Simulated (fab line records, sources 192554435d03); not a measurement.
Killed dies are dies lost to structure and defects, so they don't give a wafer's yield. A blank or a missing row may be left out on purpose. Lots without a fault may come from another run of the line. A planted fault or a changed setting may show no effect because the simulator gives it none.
Chamber matching | flow n5_finfet | N5_BEOL_M9_ETCH_62 on rie_diel-01: 4 sister chambers
The step etches SOC in N2/H2, target depth 110 nm, overetch 22 nm, time 165 s. 4 wafers are shown with their chamber, then 9 later ones without.

WAFERS WITH THEIR CHAMBER
wafer  | chamber | drypump_motor_current_A (A)
L089.6 | 2       | 5.2
L091.2 | 3       | 5.6
L093.2 | 0       | 5.0
L093.6 | 1       | 5.8

WAFERS WITHOUT THEIR CHAMBER
wafer  | drypump_motor_current_A (A)
L094.1 | 5.6
L094.4 | 5.7
L094.5 | 5.2
L095.1 | 5.2
L095.3 | 5.6
L095.4 | 4.9
L097.2 | 5.0
L097.3 | 5.8
L097.5 | 5.2

WHICH CHAMBER EACH WENT THROUGH
wafer  | from the rows above     | in truth
L094.1 | 3                       | 3
L094.4 | can't be placed: 1 or 3 | 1
L094.5 | 2                       | 2
L095.1 | 2                       | 2
L095.3 | 3                       | 3
L095.4 | 0                       | 0
L097.2 | 0                       | 0
L097.3 | 1                       | 1
L097.5 | 2                       | 2
Placed correctly: 8 of 9. Can't be placed from these rows: 1 (the true chamber is among the candidates in 1). Placed wrongly: 0.
How it was worked out, from the rows above alone: a wafer's distance from a chamber is the root of the sum, over the readings, of the square of ((its reading less the chamber's mean) divided by the reading's scatter). The wafer belongs to the nearest chamber; if the next one is less than 2 further off, it can't be placed. A chamber's mean is the mean of its shown wafers. The scatter: with one shown wafer a chamber, the root of the mean of the squares of how far each hidden wafer lies from its nearest shown one.
